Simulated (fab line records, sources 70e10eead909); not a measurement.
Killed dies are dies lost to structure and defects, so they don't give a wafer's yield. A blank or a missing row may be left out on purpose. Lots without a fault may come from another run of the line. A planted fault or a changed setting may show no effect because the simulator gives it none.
Which tool did it? | flow nand_harc | 14 lots, 42 wafers sampled, at 2 steps of a route of 1302

WHAT THE GAUGES READ, wafer by wafer
NHARC_A_M1_OVL_MEAS_10: pitch 240 nm.
lot  | measured     | on         | overlay_x_nm (nm) | overlay_y_nm (nm)
L919 | day 23 08:38 | overlay-02 | 0.6 -0.1 0.6      | 0.2 0.1 0.3
L923 | day 24 04:10 | overlay-01 | -0.6 -1.0 -0.6    | 0.1 0.1 -0.2
L925 | day 24 15:24 | overlay-02 | -1.0 -0.8 -1.1    | 1.5 1.1 1.3
L924 | day 24 17:37 | overlay-01 | -0.3 0.1 0.1      | -0.5 0.1 -0.5
L922 | day 25 00:26 | overlay-02 | -0.5 0.0 1.1      | -0.6 0.1 -0.4
L926 | day 25 14:56 | overlay-01 | 0.1 0.1 0.1       | 0.1 -0.5 -0.7
L927 | day 25 19:25 | overlay-02 | -0.6 -0.7 -0.7    | -0.9 -0.8 -0.5
L928 | day 26 09:52 | overlay-02 | -0.2 0.0 -0.2     | 0.2 0.6 -0.2
L929 | day 27 02:24 | overlay-02 | -1.5 -1.5 -1.0    | 0.9 1.6 2.0
L934 | day 28 13:07 | overlay-01 | -0.9 -1.0 -0.9    | -0.3 -0.3 -0.7
L935 | day 28 14:25 | overlay-02 | -1.0 -0.8 -1.3    | 0.2 0.6 0.1
L932 | day 28 15:53 | overlay-01 | -0.7 -0.8 -0.8    | -0.4 0.3 -0.4
L941 | day 31 16:54 | overlay-02 | 0.9 0.6 0.9       | 0.8 0.3 0.8
L942 | day 32 05:50 | overlay-02 | 1.9 2.0 1.5       | 1.3 0.9 0.5

WHICH TOOL RAN EACH LOT (tool, then ch and the chambers of the sampled wafers, then the start)
lot  | NHARC_A_M0_DEP_32
L919 | pecvd-04 ch 0,2, day 23 07:19
L923 | pecvd-02 ch 0,2, day 24 02:54
L925 | pecvd-04 ch 0,1, day 24 14:04
L924 | pecvd-02 ch 0,1,2, day 24 16:17
L922 | pecvd-03 ch 1,2, day 24 23:05
L926 | pecvd-04 ch 0,1, day 25 13:36
L927 | pecvd-03 ch 1,2, day 25 17:22
L928 | pecvd-03 ch 0,1,2, day 26 08:31
L929 | pecvd-03 ch 0,1, day 27 01:05
L934 | pecvd-04 ch 0,1,2, day 28 11:49
L935 | pecvd-04 ch 0,1,2, day 28 13:17
L932 | pecvd-03 ch 0,1, day 28 14:39
L941 | pecvd-02 ch 0,1,2, day 31 15:41
L942 | pecvd-04 ch 0,1, day 32 04:29
- NHARC_A_M0_DEP_32: deposits SiCN, target thk 30 nm.

WHAT THE TOOLS THEMSELVES READ (means of the sampled wafers that have a number; where no wafer has one, the mark that the record gives instead)
NHARC_A_M0_DEP_32.
lot  | tool     | heater_power_w (W) | susceptor_temp_C (C)
L919 | pecvd-04 | 614                | 369.82
L923 | pecvd-02 | 557                | 369.95
L925 | pecvd-04 | 636                | 369.93
L924 | pecvd-02 | 586                | 369.80
L922 | pecvd-03 | 595                | 370.02
L926 | pecvd-04 | 634                | 370.20
L927 | pecvd-03 | 571                | 369.99
L928 | pecvd-03 | 602                | 369.91
L929 | pecvd-03 | 603                | 370.17
L934 | pecvd-04 | 649                | 369.95
L935 | pecvd-04 | 598                | 369.95
L932 | pecvd-03 | 607                | 370.09
L941 | pecvd-02 | 519                | 370.24
L942 | pecvd-04 | 611                | 370.04

THE ANSWER, worked out from the rows above alone
Rule: what is usual is taken from the lots themselves. Put in order of their means at a reading, lots are off if they are a third of the lots or fewer, leave a main group of 4 or more, and stand apart from it by a gap of 3 or more times the standard deviation of the main group's means; of several such gaps the widest counts. A main group whose means are all the same, to the digits that the tables above print for the reading, isn't used. A lot without any number at a reading at which 4 lots or more have one is off too. The other lots that the step has rows for count as sound. The gauges are gone through in route order, then the tools' own readings, and for those a lot's mean is taken as printed above. The first step at which some lot is off is used, and at that step the reading that is off furthest; a lot without a number counts as furthest.
No lot is off at any reading shown: from this, nothing can be told.

WHAT THE SIMULATOR HAD PUT IN
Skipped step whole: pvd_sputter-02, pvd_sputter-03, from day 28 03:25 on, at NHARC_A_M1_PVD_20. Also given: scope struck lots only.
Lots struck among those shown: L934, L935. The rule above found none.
